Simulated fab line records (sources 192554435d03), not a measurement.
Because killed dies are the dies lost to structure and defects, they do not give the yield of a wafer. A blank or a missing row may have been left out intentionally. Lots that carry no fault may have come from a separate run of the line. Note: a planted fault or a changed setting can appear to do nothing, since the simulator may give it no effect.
Lot-split experiment ; flow n5-finfet ; 7 lots, 21 wafers read, on a route of 1938 steps

SPLIT DETAILS
At N5_BEOL_M14_ETCH_68 (etches SOC in N2/H2, time 450 s), the setting time-s was moved away from the recipe's 450 s on 7 of the 21 wafers read, by -19.6% to +14.4%. The other wafers ran this setting at the recipe's value.

The split's own step is where the reading is taken.

THE READING
SiARC_of_BEOL_M14_COAT_66.thk-nm (the simulator's own value, which no gauge read), in nm, at N5_BEOL_M14_ETCH_68 (etches SOC in N2/H2, time 450 s). There is no usual value for it anywhere in the file. Here, 14 wafers ran the recipe; their average is 65.5 nm with a standard deviation of 1.2 nm.

wafer;tool, chamber at the split;time-s as run, s;against the recipe;SiARC_of_BEOL_M14_COAT_66.thk-nm, nm;against lot-mates on the recipe
L074.1;rie-diel-04, 2;450;recipe;64.8;-
L074.4;rie-diel-04, 1;450;recipe;63.2;-
L074.6;rie-diel-04, 1;450;recipe;63.8;-
L079.1;rie-diel-04, 3;503.3;+11.8%;59.8;-6.6
L079.2;rie-diel-04, 2;503.3;+11.8%;60;-6.4
L079.3;rie-diel-04, 0;450;recipe;66.4;-
L080.1;rie-diel-02, 0;486.5;+8.1%;62.8;-1.9
L080.2;rie-diel-02, 3;450;recipe;65.2;-
L080.3;rie-diel-02, 2;450;recipe;64.2;-
L082.2;rie-diel-06, 1;450;recipe;66.8;-
L082.3;rie-diel-06, 2;515;+14.4%;58;-8.8
L082.5;rie-diel-06, 3;515;+14.4%;59.6;-7.2
L085.1;rie-diel-04, 0;450;recipe;66.8;-
L085.3;rie-diel-04, 2;361.7;-19.6%;74.8;+8.0
L085.4;rie-diel-04, 1;361.7;-19.6%;73.6;+6.8
L086.1;rie-diel-06, 1;450;recipe;66.6;-
L086.5;rie-diel-06, 3;450;recipe;66;-
L086.6;rie-diel-06, 0;450;recipe;67;-
L089.4;rie-diel-04, 3;450;recipe;64.6;-
L089.5;rie-diel-04, 0;450;recipe;66.6;-
L089.6;rie-diel-04, 3;450;recipe;64.4;-

THE FIT
A straight line over all 21 wafers: SiARC_of_BEOL_M14_COAT_66.thk-nm changes by -0.449 nm for each +1% of time-s; r = -0.96; the points scatter about the line by 1.1 nm.
The same after taking each lot's own level away (the mean of its wafers on the recipe; 21 wafers): -0.446 nm for each +1%; r = -0.97; scatter 1 nm.
Per that fit: largest time-s move, reading shift of 8.8 nm.
The lots' own levels span 63.93 to 66.80 nm, that is 2.3 times the standard deviation above.
So the lot-to-lot level changes the slope little: the two slopes agree.
Check: +8.66 nm against its lot-mates is what the line predicts for one of the wafers moved furthest among these (-19.6%) when that wafer is left out of the fit. It came out at +8 nm against them.

THE OTHER SPLITS THESE WAFERS WENT THROUGH
Note: prior to the reading, these wafers also went through further splits. Each is held against what the fit with the lots' levels taken away leaves over:
other split on the same wafers;wafers away from the commonest value;r with SiARC_of_BEOL_M14_COAT_66.thk-nm (lot level and that fit taken away)
N5_BEOL_M12_TRENCH_ETCH_34 time-s;9;-0.08
N5_BEOL_M13_TRENCH_ETCH_34 time-s;5;-0.26

THE FILE'S OWN FIT
SiARC_of_BEOL_M14_COAT_66.thk-nm changes by -0.442 nm for each +1% of time-s, r = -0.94.
